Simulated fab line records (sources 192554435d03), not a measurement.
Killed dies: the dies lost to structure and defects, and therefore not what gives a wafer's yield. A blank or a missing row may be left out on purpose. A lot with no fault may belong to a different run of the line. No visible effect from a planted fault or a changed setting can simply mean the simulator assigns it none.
fab line records -- flow n5-finfet
[record] lots = 10, wafers = 30, last-day = 19
route steps=1938 shown BEOL_M6@1254 MIM_BOT_ETCH@1866 PASS1_CAP@1873 TV_OPEN@1888 PASSIVATION@1936
lots with no fault: from the same line, run without faults
start-h: hours from the record's first day to the start of the lot's first wafer shown -- wait-h: how many hours have passed since the lot's step before this one -- " repeats the value in the row above -- L1.1+2: one row covering several wafers at once -- - no value present, or no start provided -- * or withheld: withheld -- < > ~ a bound
route shown NAME@n: names a module that has steps shown in the file, with the first one's number in the route -- usual: the fault-free wafers' mean and standard deviation -- same: alike in all rows -- chamber/n: place in a boat -- sites: each site's reading -- _std_site: standard deviation across them -- _edge_site: outer sites' mean less inner sites' -- radius-mm: for every site, how far away it sits from the centre of the wafer -- mask NAME#n: copy n -- behind: the tool/chamber that last shaped the wafer -- hold: reason for holding the lot/hours on hold/outcome of the hold -- device: the n, p or np transistor that did not switch -- end of line: the tests these same wafers got at the end of their route -- a step given without rows: its recipe and nothing more -- killed: dies lost to structure and defects at the first sort, not the wafer's yield -- map: the dies of a wafer, with x for killed, . for not killed, _ for no die there
set.NAME: the setting as run; set.NAME@STEP: as run at that earlier step -- model.NAME: the simulator's own value behind a step, which no gauge read
a sample of lots followed through the steps of the route, with each step as a table and each wafer as a row
services: a tool's chamber out of use, with start hour (start-h, from the record's first day; less than 0 if before it), hours out, and reason
[[steps]]
[step N5_BEOL_M6_SPUTTER_48]
[recipe] material = Cu, target-thk-a = 100, temp-c = -20, bias-v = 60, power-w = 26000, chamber-pressure-pa = 0.13, time-s = 1.667
[usual] throttle-valve-pct = 30.3/1.2
[same] time-s = 1.667
lot.wafer,tool,chamber,start-h,wait-h,throttle-valve-pct
L530.2,pvd-sputter-01,-,179.93,0.2,28.5
L530.3,pvd-sputter-01,-,179.93,0.2,31.0
L530.4,pvd-sputter-01,-,179.93,0.2,30.6
L532.2,pvd-sputter-02,-,187.38,0.1,30.1
L532.3,pvd-sputter-02,-,187.38,0.1,29.3
L532.5,pvd-sputter-02,-,187.38,0.1,29.3
L535.2,pvd-sputter-02,-,229.35,0.1,31.2
L535.5,pvd-sputter-02,-,229.35,0.1,30.4
L535.6,pvd-sputter-02,-,229.35,0.1,29.2
L542.4,pvd-sputter-03,-,282.51,0.2,28.7
L542.5,pvd-sputter-03,-,282.51,0.2,29.9
L542.6,pvd-sputter-03,-,282.51,0.2,28.6
L543.2,pvd-sputter-01,-,291.45,1.2,31.4
L543.4,pvd-sputter-01,-,291.45,1.2,30.4
L543.5,pvd-sputter-01,-,291.45,1.2,30.4
L546.2,pvd-sputter-03,-,298.63,0.1,29.5
L546.3,pvd-sputter-03,-,298.63,0.1,33.0
L546.4,pvd-sputter-03,-,298.63,0.1,29.9
L549.1,pvd-sputter-02,-,307.14,0.1,29.5
L549.3,pvd-sputter-02,-,307.14,0.1,31.7
L549.6,pvd-sputter-02,-,307.14,0.1,30.2
L547.1,pvd-sputter-02,-,311.59,0.1,31.5
L547.3,pvd-sputter-02,-,311.59,0.1,31.3
L547.6,pvd-sputter-02,-,311.59,0.1,31.3
L551.2,pvd-sputter-01,-,326.82,0.1,30.4
L551.3,pvd-sputter-01,-,326.82,0.1,30.3
L551.6,pvd-sputter-01,-,326.82,0.1,28.4
L552.4,pvd-sputter-03,-,351.86,0.2,29.8
L552.5,pvd-sputter-03,-,351.86,0.2,32.9
L552.6,pvd-sputter-03,-,351.86,0.2,29.7
[step N5_MIM_BOT_ETCH_ETCH_04]
[recipe] chemistry = CF4/O2, target = SiNx, target-depth-a = 260, time-s = 13, ion-energy-ev = 100, pressure-mtorr = 40, source-w = 535, bias-w = 49, Ar_flow_sccm = 100, cf4-flow-sccm = 100, O2_flow_sccm = 10
[usual] bias-w = 49.02/0.15, drypump-motor-current-A = 5.4/0.39, oes-product-au = 0.81/0.081, rf-vpp-V = 241/3.4, showerhead-plenum-p-Torr = 2.22/0.054, throttle-valve-pct = 15.99/0.18
[same] time-s = 13
lot.wafer,tool,chamber,start-h,wait-h,bias-w,drypump-motor-current-A,oes-product-au,rf-hours-counter-h,rf-vpp-V,showerhead-plenum-p-Torr,throttle-valve-pct
L530.2,rie-diel-02,1,256.25,0.0,49.14,4.7,0.79,121,239,2.21,16.24
L530.3,rie-diel-02,2,256.25,0.0,49.18,5.5,0.70,206,247,2.18,15.98
L530.4,rie-diel-02,3,256.25,0.0,48.90,5.1,0.71,202,242,2.27,16.03
L532.2,rie-diel-02,2,265.68,0.0,49.17,5.5,0.71,209,246,2.18,15.98
L532.3,rie-diel-02,1,265.68,0.0,49.29,4.6,0.79,124,241,2.21,16.22
L532.5,rie-diel-02,2,265.68,0.0,49.15,5.5,0.70,-,246,2.18,15.97
L535.2,rie-diel-02,2,305.78,0.0,49.24,5.5,0.70,220,245,2.18,16.00
L535.5,rie-diel-02,1,305.78,0.0,49.07,4.7,0.77,-,240,2.20,16.25
L535.6,rie-diel-02,0,305.78,0.0,49.05,5.7,0.94,-,241,2.25,16.01
L542.4,rie-diel-01,1,349.01,0.0,49.31,5.9,0.92,18,240,2.25,15.68
L542.5,rie-diel-01,1,349.01,0.0,49.09,5.9,0.92,-,241,2.25,15.69
L542.6,rie-diel-01,0,349.01,0.0,48.91,5.3,0.81,-,247,2.31,15.84
L543.2,rie-diel-02,2,360.90,0.0,49.05,5.5,0.68,242,245,2.17,16.04
L543.4,rie-diel-02,1,360.90,0.0,48.85,4.7,0.75,163,240,2.20,16.30
L543.5,rie-diel-02,0,360.90,0.0,49.19,5.6,0.90,-,241,2.24,16.06
L546.2,rie-diel-04,0,366.34,0.0,49.14,5.8,0.89,31,238,2.16,15.82
L546.3,rie-diel-04,1,366.34,0.0,49.25,5.4,0.81,94,235,2.14,16.00
L546.4,rie-diel-04,2,366.34,0.0,49.09,5.4,0.79,133,237,2.21,16.07
L549.1,rie-diel-02,1,378.35,0.0,48.78,4.7,0.74,168,241,2.20,16.32
L549.3,rie-diel-02,0,378.35,0.0,49.12,5.7,0.89,39,241,2.24,16.07
L549.6,rie-diel-02,2,378.35,0.0,48.60,5.5,0.68,-,245,2.17,16.04
L547.1,rie-diel-02,0,379.34,0.0,48.90,5.6,0.88,39,240,2.24,16.07
L547.3,rie-diel-02,2,379.34,0.0,49.12,5.5,0.67,247,246,2.17,16.05
L547.6,rie-diel-02,1,379.34,0.0,49.06,4.7,0.75,-,241,2.19,16.32
L551.2,rie-diel-04,0,398.86,0.0,49.07,5.7,0.89,43,238,2.15,15.83
L551.3,rie-diel-04,3,398.86,0.0,49.35,5.6,0.77,128,239,2.21,16.09
L551.6,rie-diel-04,1,398.86,0.0,48.86,5.4,0.79,-,237,2.14,16.03
L552.4,rie-diel-02,1,433.51,0.0,49.22,4.7,0.72,194,242,2.19,16.36
L552.5,rie-diel-02,3,433.51,0.0,48.90,5.1,0.96,-,242,2.25,15.67
L552.6,rie-diel-02,0,433.51,0.0,49.07,5.7,0.84,-,241,2.23,16.13
[step N5_PASSIVATION_PECVD_55]
[recipe] material = SiO2, target-thk-a = 4000, temp-c = 400, precursor = SiH4/N2O, pressure-torr = 2.7, rf-w = 608, time-s = 22.5
[usual] heater-power-w = 650/120, showerhead-plenum-p-Torr = 8.16/0.098, throttle-valve-pct = 52.3/2.1
[same] time-s = 22.5
lot.wafer,tool,chamber,start-h,wait-h,heater-power-w,showerhead-plenum-p-Torr,throttle-valve-pct
L530.2,pecvd-04,2,257.07,0.0,696,8.12,50.2
L530.3,pecvd-04,1,257.07,0.0,611,8.25,53.2
L530.4,pecvd-04,0,257.07,0.0,826,8.26,51.8
L532.2,pecvd-04,2,266.50,0.0,626,8.16,50.7
L532.3,pecvd-04,0,266.50,0.0,704,8.26,51.4
L532.5,pecvd-04,1,266.50,0.0,501,8.24,53.2
L535.2,pecvd-02,1,306.60,0.0,623,8.14,53.8
L535.5,pecvd-02,0,306.60,0.0,558,8.20,50.0
L535.6,pecvd-02,2,306.60,0.0,396,7.91,49.7
L542.4,pecvd-04,0,349.85,0.1,858,8.24,51.6
L542.5,pecvd-04,2,349.85,0.1,683,8.14,51.0
L542.6,pecvd-04,1,349.85,0.1,586,8.24,52.9
L543.2,pecvd-04,0,361.76,0.0,766,8.26,51.7
L543.4,pecvd-04,0,361.76,0.0,792,8.25,51.9
L543.5,pecvd-04,2,361.76,0.0,607,8.14,50.9
L546.2,pecvd-02,0,367.18,0.0,559,8.20,50.3
L546.3,pecvd-02,1,367.18,0.0,657,8.11,53.9
L546.4,pecvd-02,2,367.18,0.0,513,7.92,50.1
L549.1,pecvd-02,0,379.18,0.0,523,8.21,50.5
L549.3,pecvd-02,2,379.18,0.0,501,7.92,50.3
L549.6,pecvd-02,0,379.18,0.0,546,8.20,50.4
L547.1,pecvd-02,1,380.18,0.0,672,8.10,54.1
L547.3,pecvd-02,0,380.18,0.0,571,8.21,50.3
L547.6,pecvd-02,1,380.18,0.0,541,8.13,54.0
L551.2,pecvd-04,0,399.69,0.0,782,8.27,51.7
L551.3,pecvd-04,2,399.69,0.0,694,8.13,51.2
L551.6,pecvd-04,0,399.69,0.0,822,8.25,51.6
L552.4,pecvd-03,1,435.09,0.0,770,8.19,53.6
L552.5,pecvd-03,0,435.09,0.0,558,8.09,57.4
L552.6,pecvd-03,2,435.09,0.0,892,8.18,50.7
[step N5_PASSIVATION_VIA_ETCH_13]
[recipe] chemistry = CHF3/O2, target = SiO2, target-depth-a = 6600, CHF3_flow_sccm = 50, O2_flow_sccm = 5, Ar_flow_sccm = 200, time-s = 330, mask-material = PR, pressure-mtorr = 30, source-w = 650, bias-w = 170, ion-energy-ev = 200, ends = cleared
[usual] bias-w = 170.0/0.54, drypump-motor-current-A = 5.5/0.39, etch-rf-on-time-s = 236/4.2, oes-product-au = 0.71/0.069, rf-vpp-V = 524/5.7, showerhead-plenum-p-Torr = 2.40/0.055, throttle-valve-pct = 18.88/0.21
lot.wafer,tool,chamber,start-h,wait-h,bias-w,drypump-motor-current-A,etch-rf-on-time-s,oes-product-au,rf-hours-counter-h,rf-vpp-V,showerhead-plenum-p-Torr,throttle-valve-pct
L530.2,rie-diel-05,0,258.18,0.0,169.6,4.9,238,0.60,240,518,2.38,19.20
L530.3,rie-diel-05,2,258.18,0.0,170.0,5.8,228,0.72,121,522,2.42,19.22
L530.4,rie-diel-05,3,258.18,0.0,170.0,5.4,242,0.68,146,534,2.42,18.71
L532.2,rie-diel-03,2,267.44,0.0,170.0,5.8,240,0.62,209,527,2.48,18.72
L532.3,rie-diel-03,3,267.44,0.0,170.0,5.5,234,0.66,169,516,2.40,19.20
L532.5,rie-diel-03,0,267.44,0.0,169.7,6.2,239,0.80,-,518,2.36,18.60
L535.2,rie-diel-06,1,307.67,0.0,170.7,5.7,233,0.80,39,527,2.56,18.76
L535.5,rie-diel-06,0,307.67,0.0,170.9,5.4,237,0.64,-,517,2.38,19.19
L535.6,rie-diel-06,1,307.67,0.0,169.2,5.7,237,0.80,-,527,2.56,18.76
L542.4,rie-diel-03,3,351.55,0.0,170.4,5.4,236,0.65,195,518,2.39,19.23
L542.5,rie-diel-03,2,351.55,0.0,169.7,5.8,243,0.60,-,527,2.47,18.76
L542.6,rie-diel-03,3,351.55,0.0,169.5,5.5,237,0.64,-,516,2.39,19.24
L543.2,rie-diel-06,1,365.33,0.0,169.5,5.7,237,0.75,61,526,2.55,18.78
L543.4,rie-diel-06,1,365.33,0.0,170.1,5.7,243,0.75,-,526,2.55,18.79
L543.5,rie-diel-06,0,365.33,0.0,170.1,5.4,239,0.87,-,518,2.38,18.83
L546.2,rie-diel-03,3,370.42,0.0,169.9,5.5,234,0.64,201,517,2.39,19.25
L546.3,rie-diel-03,1,370.42,0.0,170.0,5.1,234,0.69,137,527,2.42,18.77
L546.4,rie-diel-03,0,370.42,0.0,170.2,6.2,235,0.75,64,518,2.35,18.66
L549.1,rie-diel-03,1,380.03,0.0,169.6,5.1,239,0.69,139,526,2.42,18.80
L549.3,rie-diel-03,0,380.03,0.0,170.8,6.2,232,0.75,65,520,2.35,18.67
L549.6,rie-diel-03,2,380.03,0.0,170.0,5.8,243,0.60,-,525,2.47,18.76
L547.1,rie-diel-06,2,381.92,0.0,169.5,5.8,233,0.66,166,522,2.40,19.06
L547.3,rie-diel-06,1,381.92,0.0,170.4,5.7,235,0.75,65,526,2.55,18.79
L547.6,rie-diel-06,2,381.92,0.0,170.1,5.8,235,0.66,-,522,2.40,19.04
L551.2,rie-diel-06,1,403.33,0.0,169.7,5.8,233,0.75,74,526,2.54,18.82
L551.3,rie-diel-06,2,403.33,0.0,170.6,5.8,234,0.65,175,523,2.40,19.06
L551.6,rie-diel-06,3,403.33,0.0,169.7,5.2,234,0.77,-,522,2.34,18.91
L552.4,rie-diel-06,2,437.34,0.0,169.7,5.8,237,0.63,188,522,2.40,19.08
L552.5,rie-diel-06,1,437.34,0.0,169.6,5.7,238,0.73,-,526,2.54,18.84
L552.6,rie-diel-06,2,437.34,0.0,169.3,5.8,235,0.64,-,522,2.40,19.08
[step N5_PASSIVATION_PROBE_49]
[usual] defect-limited-yield = 91.2/1.4, killed_at_M0_to_M3 = 34/10, killed_at_M4_up = 13/5.1, killed-at-contacts = 12/6.5, killed-at-front-end = 41/11, killed-at-other = 4/3.3, killed-dies = 104/16, killed-on-rim = 14/3.9, killed-open = 69/13, killed-short = 33/7, sort_bin_5_function = 5.1/0.91, sort_bin_6_memory = 3.3/0.69, sort-n-pass = 1076/16, sort-yield-pct = 91.2/1.4
[same] gross-dies = 1180, killed-at-back-side = 0, sort_bin_4_leakage[%] = 0, sort_bin_8_speed[%] = 0
lot.wafer,tool,chamber,start-h,wait-h,defect-limited-yield[%],killed_at_M0_to_M3,killed_at_M4_up,killed-at-contacts,killed-at-front-end,killed-at-other,killed-dies,killed-on-rim,killed-open,killed-short,sort_bin_5_function[%],sort_bin_6_memory[%],sort-n-pass,sort-yield-pct[%]
L535.2,prober-01,-,315.75,0.1,84.8,36,65,10,65,3,179,37,77,37,8.6,5.1,1001,84.8
L535.5,prober-01,-,315.90,0.2,91.0,38,11,13,38,6,106,17,60,35,5.1,3.0,1074,91.0
L535.6,prober-01,-,315.95,0.3,89.0,47,18,14,50,1,130,20,88,39,7.4,3.3,1050,89.0
// killed by level:class
L535.2 BEOL_M6:unspecified=59 STI_FIN_REVEAL:geometric-particle:open=29 BEOL_M0_SAQP:geometric-particle:short=15 BEOL_M0_SAQP:geometric-particle:open=11 MOL_CONTACT_COAG:geometric-particle:open=8 FIN_SAQP:geometric-particle:short=7 DUMMY_GATE:geometric-particle:open=5 FIN_SAQP:geometric-particle:open=4
L535.5 STI_FIN_REVEAL:geometric-particle:open=11 MOL_CONTACT_COAG:geometric-particle:open=11 BEOL_M3:geometric-particle:open=10 BEOL_M0_SAQP:geometric-particle:short=8 BEOL_M0_SAQP:geometric-particle:open=8 HKMG_FIN:area-etch=7 DUMMY_GATE:geometric-particle:open=5 BEOL_M1:geometric-particle:short=4
L535.6 STI_FIN_REVEAL:geometric-particle:open=19 BEOL_M0_SAQP:geometric-particle:open=15 MOL_CONTACT_COAG:geometric-particle:open=10 BEOL_M3:geometric-particle:open=10 BEOL_M0_SAQP:geometric-particle:short=7 BEOL_M1:geometric-particle:open=7 BEOL_M4:geometric-particle:open=7 FIN_SAQP:geometric-particle:short=6
[[services]]
tool,chamber,start-h,hours,kind
rie-diel-03,-,157.17,10.0,pm
pecvd-04,-,158.24,2.8,pm
rie-diel-02,-,159.50,1.4,repair
pecvd-04,-,184.15,6.0,pm
rie-diel-02,3,195.74,3.8,repair
rie-diel-04,1,207.48,14.3,repair
rie-diel-03,0,209.33,4.7,repair
rie-diel-02,2,227.15,4.2,repair
rie-diel-06,0,235.18,4.9,repair
rie-diel-02,2,252.28,2.4,repair
rie-diel-02,-,260.12,2.8,pm
rie-diel-03,0,268.47,1.5,repair
pecvd-04,-,288.27,0.8,pm
pecvd-02,-,307.65,14.6,pm
pecvd-04,0,319.67,12.2,repair
rie-diel-06,2,329.05,5.4,repair
rie-diel-02,3,377.10,7.1,repair
pecvd-04,2,378.72,11.0,repair
rie-diel-03,2,386.88,6.2,repair
rie-diel-06,0,395.14,6.6,repair
pecvd-02,0,404.24,21.3,repair
pecvd-02,2,425.93,6.0,repair
rie-diel-06,0,426.12,5.7,repair
rie-diel-03,-,434.91,2.8,pm
[[key]]
[first-sign] step = N5_PASSIVATION_PROBE_49, reading = killed_at_M4_up, direction = up, sigmas = 10, usual = 13, struck = 65
[effect] step = N5_PASSIVATION_PROBE_49, reading = killed-dies, direction = up, sigmas = 4.6, usual = 104, struck = 179
[more-kills-born-at] N5_BEOL_M6_SPUTTER_48@pvd-sputter-02 = 59
met-at N5_BEOL_M6_SPUTTER_48
struck-lots L535
struck-wafers L535.2
not-acting-at N5_MIM_BOT_ETCH_ETCH_04,N5_PASSIVATION_PECVD_55,N5_PASSIVATION_VIA_ETCH_13
[fault] kind = chamber-particle-source, tool = pvd-sputter-02, chamber = -, onset-h = 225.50, steps = N5_BEOL_M6_SPUTTER_48, rate-per-visit-cm2 = 0.40157, end-h = 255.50, scope = struck-wafers-only
